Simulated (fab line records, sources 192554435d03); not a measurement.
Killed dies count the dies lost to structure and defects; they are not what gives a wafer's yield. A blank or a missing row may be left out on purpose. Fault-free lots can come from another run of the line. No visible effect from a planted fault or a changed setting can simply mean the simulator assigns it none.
fab line records | flow n5-finfet
[record] lots = 7 wafers = 21
route steps=1938 shown PASSIVATION@1921
start-h: hours from the record's opening day to when the first of the lot's shown wafers began | wait-h: hours since the lot's step before | " repeats the value in the row above | L1.1+2: a single row standing in for several wafers | - no value, or no start given | * or withheld: withheld | < > ~ a bound
route shown NAME@n: a module of which the file shows steps, and the number in the route of the first | usual: the fault-free wafers' mean and standard deviation | same: alike in all rows | chamber/n: place in a boat | sites: the reading at each site | _std_site: standard deviation across them | _edge_site: inner sites' mean taken away from outer sites' mean | radius-mm: how far each site lies from the wafer's centre | mask NAME#n: copy n | behind: the most recent tool/chamber to have shaped the wafer | hold: why the lot was held/for how many hours/how that ended | device: the n, p or np transistor that did not switch | end of line: at the end of the route, the tests of the same wafers | for a step that has no rows: nothing shown but its recipe | killed: not the wafer's yield, but the dies lost to structure and defects at the first sort | map: a wafer's dies, x killed, . not, _ none there
set.NAME: the setting as run; set.NAME@STEP: as run at that earlier step | model.NAME: the simulator's own value behind a step, which no gauge read
lots run with intentionally changed settings; tables by step, rows by wafer
[[steps]]
[step N5_PASSIVATION_EXPOSE_41]
[recipe] mask-id = PASS_OPEN na = 0.55 defocus-nm = 0 source-shape = conventional sigma-outer = 0.8 polarization = unpolarized target-cd-nm = 40000 dose-mj = 57.25
// columns lot.wafer tool chamber start-h wait-h mask set.dose-mj
L075.2+5 krf-scanner-01 0 293.02 - PASS_OPEN#0 61.1
L075.4 " 0 " " PASS_OPEN#0 57.25
L077.1+3 krf-scanner-01 0 296.73 - PASS_OPEN#0 55.2
L077.5 " 0 " " PASS_OPEN#0 57.25
L080.2+6 krf-scanner-02 0 314.11 - PASS_OPEN#0 59.24
L080.5 " 0 " " PASS_OPEN#0 57.25
L085.2+3+4 krf-scanner-02 0 350.27 - PASS_OPEN#0 57.25
L095.3 krf-scanner-01 0 425.21 - PASS_OPEN#0 53.65
L095.4+6 " 0 " " PASS_OPEN#0 57.25
L097.3+4 krf-scanner-01 0 439.07 - PASS_OPEN#0 57.25
L097.5 " 0 " " PASS_OPEN#0 60.22
L096.1+4 krf-scanner-01 0 439.33 - PASS_OPEN#0 53.02
L096.3 " 0 " " PASS_OPEN#0 57.25
[step N5_PASSIVATION_PEB_42]
[recipe] peb-temp-c = withheld peb-time-s = *
[step N5_PASSIVATION_DEVELOP_43]
[recipe] develop-time-s = 60 rinse-liquid = diw dry = air-spin dev-temp-c = 21
[step N5_PASSIVATION_HARDBAKE_45]
[recipe] temp-c = 130 time-s = 120
[step N5_PASSIVATION_CD_MEAS_44]
[recipe] target-cd-nm = 40000 landing-energy-ev = 500 detector = se-inlens
[usual] cd-nm = 39999/4.7
// columns lot.wafer tool chamber start-h wait-h set.dose-mj@PASSIVATION_EXPOSE_41 cd-nm
L075.2 cd-sem-03 0 293.19 - 61.1 40020
L075.4 " 0 " " 57.25 40003
L075.5 " 0 " " 61.1 40023
L077.1 cd-sem-03 0 296.91 - 55.2 39977
L077.3 " 0 " " 55.2 39987
L077.5 " 0 " " 57.25 39987
L080.2 cd-sem-02 0 314.28 - 59.24 40007
L080.5 " 0 " " 57.25 39993
L080.6 " 0 " " 59.24 40018
L085.2 cd-sem-01 0 350.45 - 57.25 40009
L085.3 " 0 " " 57.25 40006
L085.4 " 0 " " 57.25 40003
L095.3 cd-sem-01 0 425.38 - 53.65 39974
L095.4 " 0 " " 57.25 40010
L095.6 " 0 " " 57.25 39999
L097.3 cd-sem-03 0 439.24 - 57.25 39995
L097.4 " 0 " " 57.25 39999
L097.5 " 0 " " 60.22 40021
L096.1 cd-sem-01 0 439.51 - 53.02 39971
L096.3 " 0 " " 57.25 40006
L096.4 " 0 " " 53.02 39970
[step N5_PASSIVATION_SRD_72]
[recipe] dry = ipa-marangoni time-s = 30 temp-c = 23 rinse-liquid = diw
[step N5_PASSIVATION_ANNEAL_56]
[recipe] temp-c = 400 time-s = 1800 ambient = FGA idle-temp-c = 300 ramp-up-c-per-min = 5 ramp-down-c-per-min = 3
[step N5_PASSIVATION_PROBE_49]
[usual] killed_at_M0_to_M3 = 34/11 killed_at_M4_up = 14/5.6 killed-at-contacts = 13/5.9 killed-at-front-end = 40/11 killed-at-other = 4/3.1 killed-dies = 105/16 killed-open = 68/11 killed-short = 34/8.4
[same] gross-dies = 1180 killed-at-back-side = 0
// columns lot.wafer tool chamber start-h wait-h set.time-s@PASSIVATION_PECVD_53 set.dose-mj@PASSIVATION_EXPOSE_41 killed_at_M0_to_M3 killed_at_M4_up killed-at-contacts killed-at-front-end killed-at-other killed-dies killed-open killed-short
L075.2 prober-01 - 297.39 0.1 162.7 61.1 25 15 22 29 2 93 78 15
L075.4 prober-01 - 297.49 0.2 162.7 57.25 56 20 15 40 2 133 87 38
L075.5 prober-01 - 297.54 0.2 169.4 61.1 20 13 12 36 2 83 63 17
L077.1 prober-01 - 300.08 0.0 169.4 55.2 92 19 7 34 1 153 66 25
L077.3 prober-01 - 300.18 0.1 169.4 55.2 94 14 9 43 3 163 56 27
L077.5 prober-01 - 300.28 0.2 184 57.25 55 8 4 32 406 505 49 35
L080.2 prober-01 - 317.50 0.1 179.8 59.24 31 21 16 55 84 207 67 39
L080.5 prober-01 - 317.65 0.2 169.4 57.25 31 13 13 42 1 100 62 38
L080.6 prober-01 - 317.70 0.3 179.8 59.24 25 10 13 50 88 186 56 41
L085.2 prober-02 - 353.87 0.1 169.4 57.25 38 22 8 36 4 108 76 30
L085.3 prober-02 - 353.92 0.1 169.4 57.25 44 11 12 40 4 111 70 41
L085.4 prober-02 - 353.97 0.2 169.4 57.25 61 16 8 46 4 135 81 54
L095.3 prober-02 - 430.03 1.5 148.2 53.65 29 26 9 21 6 91 60 29
L095.4 prober-02 - 430.08 1.6 148.2 57.25 26 21 23 50 2 122 86 36
L095.6 prober-02 - 430.18 1.7 169.4 57.25 30 31 7 40 6 114 85 27
L096.1 prober-01 - 442.64 0.0 169.4 53.02 35 4 21 42 7 109 77 31
L096.3 prober-01 - 442.74 0.1 179.7 57.25 688 7 21 51 33 800 76 26
L096.4 prober-01 - 442.79 0.2 169.4 53.02 689 14 24 54 7 788 85 42
L097.3 prober-02 - 442.90 0.1 169.4 57.25 51 27 14 40 4 136 74 39
L097.4 prober-02 - 442.95 0.2 169.4 57.25 23 23 13 53 1 113 72 40
L097.5 prober-02 - 443.00 0.2 169.4 60.22 53 25 9 44 1 132 69 29
// killed by level:class
L075.2 MOL_CONTACT_COAG:geometric-particle:open=20 BEOL_M3:geometric-particle:open=10 BEOL_M4:geometric-particle:open=8 FIN_SAQP:geometric-particle:open=6 STI_FIN_REVEAL:geometric-particle:open=4 ILD0:geometric-particle:open=4 FIN_SAQP:geometric-particle:short=3 DUMMY_GATE:geometric-particle:open=3
L075.4 BEOL_M3:geometric-particle:open=19 MOL_CONTACT_COAG:geometric-particle:open=14 BEOL_M2:geometric-particle:open=10 FIN_SAQP:geometric-particle:short=8 BEOL_M4:geometric-particle:open=8 HKMG_FIN:area-etch=7 FIN_SAQP:geometric-particle:open=6 STI_FIN_REVEAL:geometric-particle:open=5
L075.5 MOL_CONTACT_COAG:geometric-particle:open=11 STI_FIN_REVEAL:geometric-particle:open=9 FIN_SAQP:geometric-particle:open=8 BEOL_M3:geometric-particle:open=7 FIN_SAQP:geometric-particle:short=6 BEOL_M4:geometric-particle:open=6 BEOL_M0_SAQP:geometric-particle:open=4 BEOL_M2:geometric-particle:open=3
L077.1 BEOL_M1:area-expose=53 STI_FIN_REVEAL:geometric-particle:open=13 BEOL_M0_SAQP:area-expose=9 BEOL_M0_SAQP:geometric-particle:open=8 BEOL_M2:geometric-particle:open=8 BEOL_M5:geometric-particle:open=6 MOL_CONTACT_COAG:geometric-particle:open=6 FIN_SAQP:geometric-particle:open=5
L077.3 BEOL_M1:area-expose=57 HKMG_FIN:area-etch=12 BEOL_M0_SAQP:geometric-particle:open=10 BEOL_M0_SAQP:area-expose=10 MOL_CONTACT_COAG:geometric-particle:open=7 BEOL_M2:geometric-particle:open=7 DUMMY_GATE:geometric-particle:open=6 BEOL_M0_SAQP:geometric-particle:short=5
L077.5 PASSIVATION:area-pecvd=401 BEOL_M2:geometric-particle:open=14 BEOL_M0_SAQP:area-expose=14 BEOL_M0_SAQP:geometric-particle:short=10 FIN_SAQP:geometric-particle:open=8 FIN_SAQP:geometric-particle:short=6 BEOL_M2:geometric-particle:short=6 BEOL_M0_SAQP:geometric-particle:open=5
L080.2 PASSIVATION:area-pecvd=83 FIN_SAQP:geometric-particle:open=18 MOL_CONTACT_COAG:geometric-particle:open=10 BEOL_M4:geometric-particle:open=10 HKMG_FIN:area-etch=9 STARTING-WAFER:geometric-particle:open=7 MOL_CONTACT_COAG:geometric-particle:short=6 BEOL_M0_SAQP:geometric-particle:short=6
L080.5 FIN_SAQP:geometric-particle:open=13 MOL_CONTACT_COAG:geometric-particle:open=9 FIN_SAQP:geometric-particle:short=7 BEOL_M1:geometric-particle:open=7 STI_FIN_REVEAL:geometric-particle:open=6 BEOL_M0_SAQP:geometric-particle:short=6 BEOL_M0:geometric-particle:open=5 BEOL_M4:geometric-particle:open=5
L080.6 PASSIVATION:area-pecvd=86 FIN_SAQP:geometric-particle:short=19 FIN_SAQP:geometric-particle:open=13 MOL_CONTACT_COAG:geometric-particle:open=10 BEOL_M0:geometric-particle:open=6 BEOL_M4:geometric-particle:open=6 GATE_CUT:geometric-particle:short=4 BEOL_M0_SAQP:geometric-particle:short=4
L085.2 BEOL_M4:geometric-particle:open=12 BEOL_M1:geometric-particle:open=9 BEOL_M0_SAQP:geometric-particle:open=8 BEOL_M2:geometric-particle:open=8 FIN_SAQP:geometric-particle:open=7 DUMMY_GATE:geometric-particle:open=7 GATE_CUT:geometric-particle:short=6 MOL_CONTACT_COAG:geometric-particle:open=5
L085.3 BEOL_M0_SAQP:geometric-particle:short=16 BEOL_M0_SAQP:geometric-particle:open=11 MOL_CONTACT_COAG:geometric-particle:open=11 STI_FIN_REVEAL:geometric-particle:open=9 GATE_CUT:geometric-particle:short=9 FIN_SAQP:geometric-particle:open=6 BEOL_M2:geometric-particle:open=5 BEOL_M1:geometric-particle:open=5
L085.4 BEOL_M0_SAQP:geometric-particle:short=19 BEOL_M0_SAQP:geometric-particle:open=17 FIN_SAQP:geometric-particle:short=13 BEOL_M3:geometric-particle:open=12 BEOL_M4:geometric-particle:open=7 DUMMY_GATE:geometric-particle:open=6 GATE_CUT:geometric-particle:short=6 MOL_CONTACT_COAG:geometric-particle:open=6
L095.3 MOL_CONTACT_COAG:geometric-particle:open=9 BEOL_M0_SAQP:geometric-particle:open=8 BEOL_M4:geometric-particle:open=8 BEOL_M0_SAQP:geometric-particle:short=7 BEOL_M4:geometric-particle:short=5 ILD0:geometric-particle:short=4 BEOL_M5:geometric-particle:open=4 BEOL_M3:geometric-particle:open=4
L095.4 MOL_CONTACT_COAG:geometric-particle:open=16 FIN_SAQP:geometric-particle:open=13 STI_FIN_REVEAL:geometric-particle:open=11 BEOL_M4:geometric-particle:open=11 BEOL_M0_SAQP:geometric-particle:open=9 MOL_CONTACT_COAG:geometric-particle:short=7 GATE_CUT:geometric-particle:open=5 BEOL_M0_SAQP:geometric-particle:short=5
L095.6 BEOL_M4:geometric-particle:open=18 STI_FIN_REVEAL:geometric-particle:open=18 BEOL_M3:geometric-particle:open=7 MOL_CONTACT_COAG:geometric-particle:open=6 BEOL_M0_SAQP:geometric-particle:short=6 FIN_SAQP:geometric-particle:open=5 ILD0:geometric-particle:open=5 BEOL_M5:geometric-particle:open=5
L096.1 MOL_CONTACT_COAG:geometric-particle:open=18 STI_FIN_REVEAL:geometric-particle:open=10 BEOL_M0_SAQP:geometric-particle:short=7 BEOL_M3:geometric-particle:open=7 BEOL_M1:geometric-particle:open=6 DUMMY_GATE:geometric-particle:open=5 FIN_SAQP:geometric-particle:open=4 STI_FIN_REVEAL:geometric-particle:short=4
L096.3 BEOL_M1:area-expose=666 PASSIVATION:area-pecvd=24 MOL_CONTACT_COAG:geometric-particle:open=18 STI_FIN_REVEAL:geometric-particle:open=13 FIN_SAQP:geometric-particle:open=8 BEOL_M2:geometric-particle:open=7 STI_FIN_REVEAL:geometric-particle:short=6 DUMMY_GATE:geometric-particle:open=6
L096.4 BEOL_M1:area-expose=661 MOL_CONTACT_COAG:geometric-particle:open=21 STI_FIN_REVEAL:geometric-particle:open=15 BEOL_M0_SAQP:geometric-particle:short=9 STI_FIN_REVEAL:geometric-particle:short=7 DUMMY_GATE:geometric-particle:open=7 BEOL_M4:geometric-particle:open=6 STARTING-WAFER:geometric-particle:open=6
L097.3 BEOL_M1:area-expose=21 FIN_SAQP:geometric-particle:short=17 MOL_CONTACT_COAG:geometric-particle:open=11 BEOL_M4:geometric-particle:open=11 FIN_SAQP:geometric-particle:open=9 BEOL_M3:geometric-particle:open=8 BEOL_M0_SAQP:geometric-particle:open=6 BEOL_M0_SAQP:geometric-particle:short=5
L097.4 FIN_SAQP:geometric-particle:short=17 FIN_SAQP:geometric-particle:open=16 BEOL_M4:geometric-particle:open=15 BEOL_M2:geometric-particle:open=9 MOL_CONTACT_COAG:geometric-particle:open=8 GATE_CUT:geometric-particle:open=5 BEOL_M3:geometric-particle:open=5 BEOL_M4:geometric-particle:short=5
L097.5 BEOL_M0_SAQP:area-expose=33 FIN_SAQP:geometric-particle:open=14 BEOL_M4:geometric-particle:open=14 FIN_SAQP:geometric-particle:short=12 BEOL_M3:geometric-particle:open=9 MOL_CONTACT_COAG:geometric-particle:open=8 STI_FIN_REVEAL:geometric-particle:open=6 BEOL_M5:geometric-particle:open=4
[[key]]
[split] step = N5_PASSIVATION_EXPOSE_41 setting = dose-mj stated = 57.25 by = wafer
[response] step = N5_PASSIVATION_CD_MEAS_44 reading = cd-nm change = +4.13 per = 1% r = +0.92
[response] step = N5_PASSIVATION_PROBE_49 reading = killed-at-other shape = bent at-lowest = 7 at-stated = 42 at-highest = 2
split outside-this-file step=N5_PASSIVATION_PECVD_53 setting=time-s
// split outside-this-file: this setting was split too, and the file shows its column; the key of that split is in another file
